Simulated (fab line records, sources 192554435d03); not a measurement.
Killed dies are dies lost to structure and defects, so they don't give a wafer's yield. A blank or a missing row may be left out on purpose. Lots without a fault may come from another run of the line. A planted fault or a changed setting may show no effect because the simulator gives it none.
Chamber matching | flow n5_finfet | N5_FIN_SAQP_ETCH_65 on rie_si-01: 4 sister chambers
The step etches SiO2 in CF4, target depth 4 nm, time 4.4 s. 4 wafers are shown with their chamber, then 11 later ones without.

WAFERS WITH THEIR CHAMBER
wafer  | chamber | throttle_valve_pct (%)
L087.1 | 2       | 21.60
L089.3 | 0       | 22.04
L089.5 | 1       | 21.96
L091.1 | 3       | 21.77

WAFERS WITHOUT THEIR CHAMBER
wafer  | throttle_valve_pct (%)
L091.3 | 21.95
L091.4 | 22.04
L092.2 | 21.74
L092.5 | 21.94
L092.6 | 22.04
L095.2 | 21.93
L095.4 | 22.04
L095.5 | 21.96
L097.4 | 21.74
L097.5 | 21.74
L097.6 | 21.61

WHICH CHAMBER EACH WENT THROUGH
wafer  | from the rows above | in truth
L091.3 | 1                   | 1
L091.4 | 0                   | 0
L092.2 | 3                   | 3
L092.5 | 1                   | 1
L092.6 | 0                   | 0
L095.2 | 1                   | 1
L095.4 | 0                   | 0
L095.5 | 1                   | 1
L097.4 | 3                   | 3
L097.5 | 3                   | 3
L097.6 | 2                   | 2
Placed correctly: 11 of 11. Can't be placed from these rows: 0. Placed wrongly: 0.
How it was worked out, from the rows above alone: a wafer's distance from a chamber is the root of the sum, over the readings, of the square of ((its reading less the chamber's mean) divided by the reading's scatter). The wafer belongs to the nearest chamber; if the next one is less than 2 further off, it can't be placed. A chamber's mean is the mean of its shown wafers. The scatter: with one shown wafer a chamber, the root of the mean of the squares of how far each hidden wafer lies from its nearest shown one.
